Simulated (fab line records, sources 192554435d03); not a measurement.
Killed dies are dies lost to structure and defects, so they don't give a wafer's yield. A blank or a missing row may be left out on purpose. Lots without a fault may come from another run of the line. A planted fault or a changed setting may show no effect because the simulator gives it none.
Chamber matching | flow n5_finfet | N5_BEOL_M12_ILD_DEP_00 on pecvd-01: 3 sister chambers
The step deposits SiOC from DEMS/O2, target thk 658.92 nm, time 130.7 s. 6 wafers are shown with their chamber, then 11 later ones without.

WAFERS WITH THEIR CHAMBER
wafer  | chamber | heater_power_w (W) | throttle_valve_pct (%)
L082.6 | 0       | 529                | 11.3
L087.5 | 0       | 516                | 11.3
L091.4 | 1       | 419                | 11.8
L090.1 | 1       | 416                | 12.3
L090.6 | 2       | 735                | 11.3
L094.3 | 2       | 748                | 11.4

WAFERS WITHOUT THEIR CHAMBER
wafer  | heater_power_w (W) | throttle_valve_pct (%)
L094.5 | 600                | 11.4
L094.6 | 429                | 12.0
L093.1 | 662                | 11.3
L093.3 | 351                | 12.2
L093.5 | 385                | 11.9
L095.2 | 485                | 11.4
L095.4 | 586                | 11.6
L095.5 | 517                | 11.3
L097.1 | 675                | 11.6
L097.3 | 529                | 11.3
L097.4 | 542                | 11.6

WHICH CHAMBER EACH WENT THROUGH
wafer  | from the rows above | in truth
L094.5 | 0                   | 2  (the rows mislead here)
L094.6 | 1                   | 1
L093.1 | 2                   | 2
L093.3 | 1                   | 1
L093.5 | 1                   | 1
L095.2 | 0                   | 0
L095.4 | 0                   | 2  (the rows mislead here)
L095.5 | 0                   | 0
L097.1 | 2                   | 2
L097.3 | 0                   | 0
L097.4 | 0                   | 0
Placed correctly: 9 of 11. Can't be placed from these rows: 0. Placed wrongly: 2.
How it was worked out, from the rows above alone: a wafer's distance from a chamber is the root of the sum, over the readings, of the square of ((its reading less the chamber's mean) divided by the reading's scatter). The wafer belongs to the nearest chamber; if the next one is less than 2 further off, it can't be placed. A chamber's mean is the mean of its shown wafers. The scatter: the root of (the sum of the squares of (reading less its chamber's mean) over the shown wafers, divided by (wafers less chambers)).
